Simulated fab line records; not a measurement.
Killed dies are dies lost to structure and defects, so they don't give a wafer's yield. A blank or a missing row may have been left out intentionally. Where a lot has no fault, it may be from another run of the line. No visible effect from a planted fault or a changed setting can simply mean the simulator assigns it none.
Which of the tools did it?    flow n5Finfet    24 lots with 72 wafers sampled at 5 steps, on a route of 1938 steps

== WHAT THE GAUGES READ, wafer by wafer ==
N5_WELL_APT_CD_MEAS_08: target cd 200 nm. Usual: cdNm at 199.5 nm, with a standard deviation of 1.6.
lot   measured     on        cdNm (nm)          flag
L074  day 1 13:34  cdSem-03  199.0 203.0 199.6  
L075  day 1 19:34  cdSem-01  198.9 198.8 196.1  
L076  day 2 01:52  cdSem-01  199.6 198.9 200.9  
L077  day 2 08:01  cdSem-03  198.5 199.6 197.0  
L078  day 2 13:43  cdSem-02  198.9 196.1 198.5  
L079  day 2 19:58  cdSem-01  196.3 197.6 197.7  
L080  day 3 01:51  cdSem-01  198.4 197.2 197.0  
L081  day 3 07:49  cdSem-02  201.1 198.2 203.1  
L082  day 3 13:41  cdSem-03  199.6 200.3 201.3  
L083  day 3 19:46  cdSem-03  200.8 198.7 197.8  
L084  day 4 01:42  cdSem-01  199.0 199.7 201.4  
L085  day 4 07:57  cdSem-01  200.8 201.3 200.5  
L086  day 4 13:42  cdSem-03  198.8 200.7 199.6  
L087  day 4 19:45  cdSem-03  201.8 200.6 200.1  
L088  day 5 01:35  cdSem-03  198.7 200.1 197.6  
L089  day 5 07:51  cdSem-03  198.0 200.5 199.0  
L090  day 5 13:48  cdSem-03  201.9 198.5 199.4  
L091  day 5 19:44  cdSem-01  199.9 198.2 198.2  
L092  day 6 01:41  cdSem-01  201.7 202.3 201.9  
L093  day 6 08:01  cdSem-02  201.8 199.8 202.4  
L094  day 6 13:47  cdSem-01  202.0 200.6 200.2  
L095  day 6 19:59  cdSem-03  200.5 199.7 199.7  
L096  day 7 01:43  cdSem-01  196.1 196.9 198.6  
L097  day 7 07:35  cdSem-01  197.7 200.0 198.5  

N5_PMOS_HMC_CHANNEL_EPI_OVL_MEAS_10. Usual: PMOS_HMC_BLK_OVL -0.3 nm, standard deviation 0.82.
lot   measured     on          PMOS_HMC_BLK_OVL (nm)  flag
L074  day 1 17:05  overlay-02  -1.1 -1.4 -1.1         
L075  day 1 23:01  overlay-01  0.3 1.7 -0.5           
L076  day 2 05:33  overlay-01  0.5 0.7 0.4            
L077  day 2 12:14  overlay-01  0.3 1.1 1.0            
L078  day 2 17:22  overlay-02  1.1 -0.9 -0.1          
L079  day 2 23:17  overlay-01  -0.6 0.3 0.5           
L080  day 3 06:18  overlay-02  -1.6 -0.7 -1.2         
L081  day 3 11:17  overlay-01  -0.3 -1.4 -1.1         
L082  day 3 17:26  overlay-01  0.5 -0.5 0.0           
L083  day 3 23:23  overlay-01  0.7 0.0 0.6            
L084  day 4 05:41  overlay-02  -0.7 -0.8 -1.2         
L085  day 4 11:42  overlay-02  -0.7 -0.1 -0.5         
L086  day 4 17:18  overlay-01  1.0 0.1 -0.2           
L087  day 4 23:16  overlay-01  -1.7 -0.5 -1.5         
L088  day 5 05:07  overlay-01  -1.2 -1.7 -0.9         
L089  day 5 11:56  overlay-01  -0.9 0.4 0.3           
L090  day 5 17:26  overlay-01  -0.7 -0.9 -0.6         
L091  day 5 23:05  overlay-02  -0.5 -0.5 -0.5         
L092  day 6 05:08  overlay-02  0.0 0.4 0.7            
L093  day 6 11:19  overlay-01  -0.8 -0.2 -0.1         
L094  day 6 17:36  overlay-01  -0.2 0.3 0.3           
L095  day 6 23:25  overlay-01  -0.5 -1.0 0.0          
L096  day 7 05:32  overlay-01  0.4 -1.0 -0.8          
L097  day 7 11:07  overlay-01  -0.4 0.3 -0.8          

N5_FIN_SAQP_OVL_MEAS_17. Usual: FIN_CORE_OVL -0.1 nm, standard deviation 0.88.
lot   measured     on          FIN_CORE_OVL (nm)  flag
L074  day 1 21:39  overlay-01  -0.6 -0.8 -1.5     
L075  day 2 05:16  overlay-01  -0.1 -0.5 -0.9     
L076  day 2 10:59  overlay-02  -0.1 -1.0 0.3      
L077  day 2 16:20  overlay-01  -1.6 -1.5 -1.2     
L078  day 2 23:10  overlay-01  -1.4 -1.6 -0.2     
L079  day 3 03:26  overlay-02  -0.7 0.7 0.0       
L080  day 3 10:25  overlay-01  -1.6 -1.1 -0.8     
L081  day 3 15:59  overlay-01  -0.3 -1.0 -1.6     
L082  day 3 21:52  overlay-02  0.9 1.2 2.2        
L083  day 4 04:36  overlay-02  -0.3 -0.1 -0.8     
L084  day 4 10:22  overlay-02  0.5 0.2 1.6        
L085  day 4 16:16  overlay-01  -1.4 -1.6 0.5      
L086  day 4 21:53  overlay-02  -0.2 0.0 0.4       
L087  day 5 03:30  overlay-01  -1.3 0.3 -0.3      
L088  day 5 09:22  overlay-01  -1.0 0.2 -0.8      
L089  day 5 16:05  overlay-01  1.6 1.2 0.3        
L090  day 5 21:45  overlay-02  -0.8 0.2 0.6       
L091  day 6 03:16  overlay-02  0.7 -0.4 0.4       
L092  day 6 09:22  overlay-01  -0.2 0.7 -0.5      
L093  day 6 15:56  overlay-01  0.8 0.2 -1.1       
L094  day 6 22:11  overlay-02  1.1 -0.9 0.9       
L095  day 7 04:47  overlay-02  -0.1 -1.5 -0.5     
L096  day 7 09:55  overlay-02  0.6 0.5 0.0        
L097  day 7 15:41  overlay-02  0.8 0.2 1.1        

== TOOL THAT RAN EACH LOT (tool first, then ch and the chambers of the sampled wafers, then the start) ==
lot   N5_FIN_SAQP_PECVD_47            N5_FIN_SAQP_PECVD_06
L074  pecvd-04 ch 0,2, day 1 20:57    pecvd-04 ch 0,2, day 1 21:02
L075  pecvd-03 ch 0,1, day 2 04:41    pecvd-03 ch 0,1, day 2 04:46
L076  pecvd-03 ch 0,1,2, day 2 10:17  pecvd-03 ch 0,1,2, day 2 10:23
L077  pecvd-03 ch 1,2, day 2 15:46    pecvd-03 ch 1,2, day 2 15:50
L078  pecvd-04 ch 1,2, day 2 22:35    pecvd-04 ch 1,2, day 2 22:40
L079  pecvd-01 ch 0,2, day 3 02:52    pecvd-01 ch 0,2, day 3 02:57
L080  pecvd-04 ch 0,1, day 3 09:50    pecvd-04 ch 0,1, day 3 09:55
L081  pecvd-01 ch 0,2, day 3 15:18    pecvd-01 ch 0,2, day 3 15:23
L082  pecvd-01 ch 0,1, day 3 21:18    pecvd-01 ch 0,1, day 3 21:23
L083  pecvd-01 ch 1,2, day 4 03:12    pecvd-01 ch 1,2, day 4 03:17
L084  pecvd-01 ch 0,2, day 4 09:40    pecvd-01 ch 0,2, day 4 09:46
L085  pecvd-03 ch 0,1,2, day 4 15:35  pecvd-03 ch 0,1,2, day 4 15:40
L086  pecvd-01 ch 0,1,2, day 4 21:19  pecvd-01 ch 0,1,2, day 4 21:25
L087  pecvd-01 ch 0,1,2, day 5 02:49  pecvd-01 ch 0,1,2, day 5 02:53
L088  pecvd-04 ch 1,2, day 5 08:40    pecvd-04 ch 1,2, day 5 08:46
L089  pecvd-01 ch 1,2, day 5 15:23    pecvd-01 ch 1,2, day 5 15:28
L090  pecvd-03 ch 0,1, day 5 21:03    pecvd-03 ch 0,1, day 5 21:08
L091  pecvd-03 ch 0,1,2, day 6 02:34  pecvd-03 ch 0,1,2, day 6 02:39
L092  pecvd-04 ch 0,2, day 6 08:35    pecvd-04 ch 0,2, day 6 08:43
L093  pecvd-04 ch 0,1, day 6 15:14    pecvd-04 ch 0,1, day 6 15:19
L094  pecvd-04 ch 0,1, day 6 21:34    pecvd-04 ch 0,1, day 6 21:41
L095  pecvd-04 ch 1, day 7 04:01      pecvd-04 ch 1, day 7 04:08
L096  pecvd-03 ch 0,1,2, day 7 09:14  pecvd-03 ch 0,1,2, day 7 09:19
L097  pecvd-04 ch 0,1, day 7 14:55    pecvd-04 ch 0,1, day 7 15:02
- N5_FIN_SAQP_PECVD_47: deposits a-Si from SiH4/He, target thk 45 nm, time 36.3 s.
- N5_FIN_SAQP_PECVD_06: deposits a-Si from SiH4/He, target thk 60 nm, time 48.1 s.

== WHAT THE TOOLS THEMSELVES READ (means of the sampled wafers that have a number; where no wafer has one, the mark that the record gives instead) ==
N5_FIN_SAQP_PECVD_47. Usual: heaterPowerW 839 W, standard deviation 85; showerheadPlenumPTorr 5.66 Torr, standard deviation 0.044; throttleValvePct 17.8 %, standard deviation 0.73.
lot   tool      heaterPowerW (W)  showerheadPlenumPTorr (Torr)  throttleValvePct (%)  flag
L074  pecvd-04  837               5.65                          17.9                  
L075  pecvd-03  810               5.65                          17.9                  
L076  pecvd-03  785               5.64                          17.7                  
L077  pecvd-03  848               5.64                          17.6                  
L078  pecvd-04  898               5.65                          17.5                  
L079  pecvd-01  784               5.70                          18.0                  
L080  pecvd-04  904               5.67                          17.7                  
L081  pecvd-01  798               5.65                          17.0                  
L082  pecvd-01  792               5.70                          18.4                  
L083  pecvd-01  740               5.64                          17.5                  
L084  pecvd-01  778               5.65                          17.2                  
L085  pecvd-03  812               5.64                          17.6                  
L086  pecvd-01  803               5.68                          17.7                  
L087  pecvd-01  762               5.67                          17.8                  
L088  pecvd-04  963               5.66                          17.7                  
L089  pecvd-01  716               5.62                          16.9                  
L090  pecvd-03  778               5.65                          18.3                  
L091  pecvd-03  825               5.63                          17.6                  
L092  pecvd-04  919               5.66                          18.1                  
L093  pecvd-04  1001              5.67                          17.6                  
L094  pecvd-04  899               5.67                          18.0                  
L095  pecvd-04  910               5.67                          17.4                  
L096  pecvd-03  811               5.64                          17.8                  
L097  pecvd-04  951               5.66                          18.0                  

N5_FIN_SAQP_PECVD_06. Usual: heaterPowerW 837 W, standard deviation 83; showerheadPlenumPTorr 5.66 Torr, standard deviation 0.044; throttleValvePct 17.8 %, standard deviation 0.76.
lot   tool      heaterPowerW (W)  showerheadPlenumPTorr (Torr)  throttleValvePct (%)  flag
L074  pecvd-04  914               5.66                          18.0                  
L075  pecvd-03  818               5.66                          17.8                  
L076  pecvd-03  806               5.64                          17.6                  
L077  pecvd-03  832               5.64                          17.4                  
L078  pecvd-04  896               5.65                          17.4                  
L079  pecvd-01  810               5.70                          18.0                  
L080  pecvd-04  898               5.68                          17.7                  
L081  pecvd-01  814               5.65                          17.0                  
L082  pecvd-01  786               5.69                          18.6                  
L083  pecvd-01  715               5.63                          17.7                  
L084  pecvd-01  779               5.66                          17.0                  
L085  pecvd-03  795               5.65                          17.7                  
L086  pecvd-01  802               5.67                          17.8                  
L087  pecvd-01  750               5.68                          17.9                  
L088  pecvd-04  826               5.65                          17.5                  
L089  pecvd-01  731               5.62                          16.8                  
L090  pecvd-03  831               5.65                          18.2                  
L091  pecvd-03  817               5.64                          17.9                  
L092  pecvd-04  857               5.67                          18.1                  
L093  pecvd-04  982               5.68                          17.8                  
L094  pecvd-04  921               5.67                          18.0                  
L095  pecvd-04  936               5.67                          17.5                  
L096  pecvd-03  845               5.64                          17.8                  
L097  pecvd-04  831               5.66                          18.2                  

== THE ANSWER, worked out from the rows above alone ==
Rule: take the mean of a lot's wafers that have a number; if it is more than 3 standard deviations from the usual mean, the lot is off. A lot without any number at a reading at which 4 lots or more have one is off too. Where the step has rows for the other lots, those lots are counted as sound. The gauges are gone through in route order, then the tools' own readings, and for those a lot's mean is taken as printed above. The first step at which some lot is off is used, and at that step the reading that is off furthest; a lot without a number counts as furthest.
Across all readings shown, no lot is off: no conclusion can be drawn from this.

== WHAT WAS PUT IN BY THE SIMULATOR ==
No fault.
